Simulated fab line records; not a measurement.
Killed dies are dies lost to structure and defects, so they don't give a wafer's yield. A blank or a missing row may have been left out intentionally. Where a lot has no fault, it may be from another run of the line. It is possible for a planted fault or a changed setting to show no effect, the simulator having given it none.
Comparing a struck lot with a sound one    flow nandHarc    13 out of 1302 route steps
Sound: these wafers, L608.2, L608.3, L608.5. Struck: wafers L622.1, L622.6. (L622.2 of the same lot was not struck and is left out.) The cause comes at the end.
For every step that has rows: the tool of each side, followed by ch and its chambers, followed by its first start. Under that, the readings that differ: sound wafers    struck wafers    difference of the means    sigmas: that difference in standard deviations of wafers without a fault.
alike: readings with means less than 2 such deviations apart, plus words and numbers identical on both sides. not compared: withheld readings, readings lacking a value on some wafer, bounds such as >300 that could conceal the same value, and numbers that have no deviation in the record and whose values overlap.
Wherever a step has rows on one side only, a row that says differs or no value, or a row with sigmas, the two part there. Non-overlapping numbers with no deviation appear without sigmas and do not part them. A reading that every wafer of one side lacks parts them only if that side has two wafers or more.

first, 1 step without rows for these wafers: NHARC_A_SLIT_SRD_20.
NHARC_A_SLIT_CD_MEAS_21:
  sound on cdSem-03 at day 22 09:21; struck on cdSem-02 at day 28 06:24
  alike: cdNm
then, 3 steps without rows for these wafers: NHARC_A_SIN_REMOVE_WET_00 (chemistry H3PO4, time 15300 s); NHARC_A_SIN_REMOVE_PRECLEAN_01 (cleans in SC1); NHARC_A_SIN_REMOVE_SRD_02.
NHARC_A_SIN_REMOVE_INSPECT_04:
  sound on defectInspect-01 at day 22 16:00; struck on defectInspect-01 at day 28 13:00
  alike: rawDefectCount
NHARC_A_WL_FILL_ALD_00: deposits Al2O3, target thk 3 nm, pulse time 3 s, ald cycles 30.
  sound on aldHk-01 ch 0,2,3, day 22 16:06; struck on aldHk-03 ch 1,3, day 28 13:07
  alike: heaterPowerW, precursorPulseHeightRel
NHARC_A_WL_FILL_RTA_01: time 5 s.
  sound on rtpAnneal-01 ch 0, day 22 16:22; struck on rtpAnneal-02 ch 0, day 28 13:19
  alike: lampPowerPct, wafer_temp_C_max
NHARC_A_WL_FILL_ALD_02: deposits TiN, target thk 2 nm, pulse time 3 s, ald cycles 100.
  sound on aldMetal-01 ch 0,1, day 22 16:33; struck on aldMetal-02 ch 1,3, day 28 13:32
  alike: heaterPowerW, precursorPulseHeightRel
NHARC_A_WL_FILL_CVD_03: deposits W, target thk 40 nm, time 279 s.
  sound on cvdW-01 ch 1, day 22 17:07; struck on cvdW-01 ch 1, day 28 13:59
  alike: heaterPowerW, throttleValvePct
NHARC_A_WL_FILL_ETCHBACK_04: etches the open film in NF3, target depth 60 nm, time 120 s.
  sound on rieMetal-01 ch 0, day 22 17:28; struck on rieMetal-02 ch 1, day 28 14:39
reading         sound              struck       difference  sigmas
runLengthS (s)  140.7 141.4 140.9  147.1 147.2  +6.1        +15
  alike: drypumpMotorCurrentA, oesProductAu
  not compared: rfHoursCounterH
NHARC_A_WL_FILL_ETCHBACK_05: etches the open film in Cl2/BCl3, target depth 22 nm, time 60 s.
  sound on rieMetal-01 ch 0, day 22 17:41; struck on rieMetal-02 ch 0,1, day 28 14:53
  alike: drypumpMotorCurrentA, oesProductAu, runLengthS, tempC
  not compared: rfHoursCounterH
following that, these wafers have no rows for 1 step: NHARC_END_SORT_01.

WHERE THEY PART
Within this record, at NHARC_A_WL_FILL_ETCHBACK_04 only. Later steps at which nothing parts them and some readings are alike: NHARC_A_WL_FILL_ETCHBACK_05.

WHY: whatever the simulator had introduced
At NHARC_A_WL_FILL_ETCHBACK_04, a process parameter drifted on rieMetal-02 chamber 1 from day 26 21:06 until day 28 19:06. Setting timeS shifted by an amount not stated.
